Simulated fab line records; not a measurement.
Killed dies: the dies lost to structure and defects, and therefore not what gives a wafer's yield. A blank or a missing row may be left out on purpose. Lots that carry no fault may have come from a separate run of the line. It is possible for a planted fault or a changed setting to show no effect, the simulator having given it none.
Chamber matching	flow nand harc	NHARC_A_STAIRCASE_DESCUM_11 on rie diel-08 has 4 sister chambers
The step chemistry O2, time 3 s. 24 wafers are shown with their chamber, then 12 later ones without.

== EACH WAFER AND ITS CHAMBER ==
wafer	chamber	showerhead plenum p Torr (Torr)	drypump motor current A (A)	rf vpp V (V)
L076.2	2	2.02	6.2	57.9
L076.3	1	1.86	5.7	57.0
L076.4	3	1.83	5.0	58.1
L078.1	0	1.95	5.6	57.9
L078.2	3	1.82	5.0	57.7
L078.3	1	1.86	5.7	58.9
L078.4	2	2.02	6.3	57.9
L078.5	1	1.86	5.7	58.2
L078.6	0	1.95	5.6	58.4
L080.1	1	1.86	5.7	56.9
L080.4	3	1.82	5.0	55.1
L080.5	1	1.86	5.7	57.9
L082.3	2	2.02	6.3	57.7
L082.4	3	1.82	5.0	57.4
L082.6	0	1.95	5.6	57.0
L087.3	3	1.82	5.0	56.5
L087.4	0	1.95	5.6	58.6
L087.5	0	1.95	5.6	58.3
L084.1	3	1.82	5.0	57.2
L084.5	2	2.02	6.3	57.3
L084.6	3	1.82	5.0	57.7
L088.2	0	1.95	5.6	59.2
L088.4	3	1.82	5.0	57.4
L088.6	0	1.95	5.6	57.0

SIGNATURES (means of the wafers above)
reading	chamber 0	chamber 1	chamber 2	chamber 3	scatter within a chamber
showerhead plenum p Torr	1.9500	1.8600	2.0200	1.8213	0.00209
drypump motor current A	5.600	5.700	6.275	5.000	0.0194
rf vpp V	58.057	57.780	57.700	57.138	0.817
Rule: for a wafer and a chamber, the distance is found by dividing, reading by reading, the gap between the wafer's reading and the chamber's mean by the reading's scatter, squaring, summing and taking the root. The wafer belongs to the nearest chamber; if the next one is less than 2 further off, it can't be placed. The scatter: take each reading less its chamber's mean, square it, sum over the shown wafers, divide by the number of wafers less the number of chambers, and take the root.

== WAFERS WITHOUT THEIR CHAMBER ==
wafer	showerhead plenum p Torr (Torr)	drypump motor current A (A)	rf vpp V (V)
L089.1	1.85	5.8	56.2
L089.2	1.95	5.6	58.0
L089.4	2.01	6.3	57.2
L090.1	2.01	6.3	57.3
L090.2	1.95	5.6	56.6
L090.6	1.95	5.6	57.8
L093.1	1.95	5.6	57.9
L093.2	1.85	5.7	58.4
L093.3	2.01	6.3	58.0
L096.2	1.81	5.0	57.9
L096.5	1.81	5.0	57.5
L096.6	1.94	5.6	58.4

== CHAMBER TAKEN BY EACH ==
wafer	from the rows above	in truth
L089.1	1	1
L089.2	0	0
L089.4	2	2
L090.1	2	2
L090.2	0	0
L090.6	0	0
L093.1	0	0
L093.2	1	1
L093.3	2	2
L096.2	3	3
L096.5	3	3
L096.6	0	0
Correctly placed: 12 of 12. From these rows, 0 cannot be placed. Number placed wrongly: 0.
